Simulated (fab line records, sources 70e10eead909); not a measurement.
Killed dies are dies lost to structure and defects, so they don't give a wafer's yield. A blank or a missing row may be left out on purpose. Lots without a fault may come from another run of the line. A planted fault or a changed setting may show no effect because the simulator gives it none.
Chamber matching | flow nand_harc | NHARC_P_M0_CMP_23 on cmp-01: 4 sister chambers
The step polishes, t overpolish 20 s, target thk 117.53 nm. 4 wafers are shown with their chamber, then 9 later ones without.

WAFERS WITH THEIR CHAMBER
wafer  | chamber | time_to_endpoint_s (s)
L084.2 | 3       | 25.3
L087.3 | 0       | 29.3
L090.5 | 2       | 30.3
L090.6 | 1       | 27.4

WAFERS WITHOUT THEIR CHAMBER
wafer  | time_to_endpoint_s (s)
L094.2 | 30.0
L094.3 | 31.1
L094.6 | 30.9
L092.1 | 30.0
L092.2 | 31.1
L092.4 | 29.9
L093.3 | 29.7
L093.5 | 28.4
L093.6 | 28.4

WHICH CHAMBER EACH WENT THROUGH
wafer  | from the rows above          | in truth
L094.2 | can't be placed: 2 or 0      | 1
L094.3 | can't be placed: 2 or 0      | 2
L094.6 | can't be placed: 2 or 0      | 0
L092.1 | can't be placed: 2 or 0      | 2
L092.2 | can't be placed: 2 or 0      | 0
L092.4 | can't be placed: 2 or 0      | 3
L093.3 | can't be placed: 0 or 2      | 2
L093.5 | can't be placed: 0 or 1 or 2 | 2
L093.6 | can't be placed: 0 or 1 or 2 | 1
Placed correctly: 0 of 9. Can't be placed from these rows: 9 (the true chamber is among the candidates in 7). Placed wrongly: 0.
How it was worked out, from the rows above alone: a wafer's distance from a chamber is the root of the sum, over the readings, of the square of ((its reading less the chamber's mean) divided by the reading's scatter). The wafer belongs to the nearest chamber; if the next one is less than 2 further off, it can't be placed. A chamber's mean is the mean of its shown wafers. The scatter: with one shown wafer a chamber, the root of the mean of the squares of how far each hidden wafer lies from its nearest shown one.
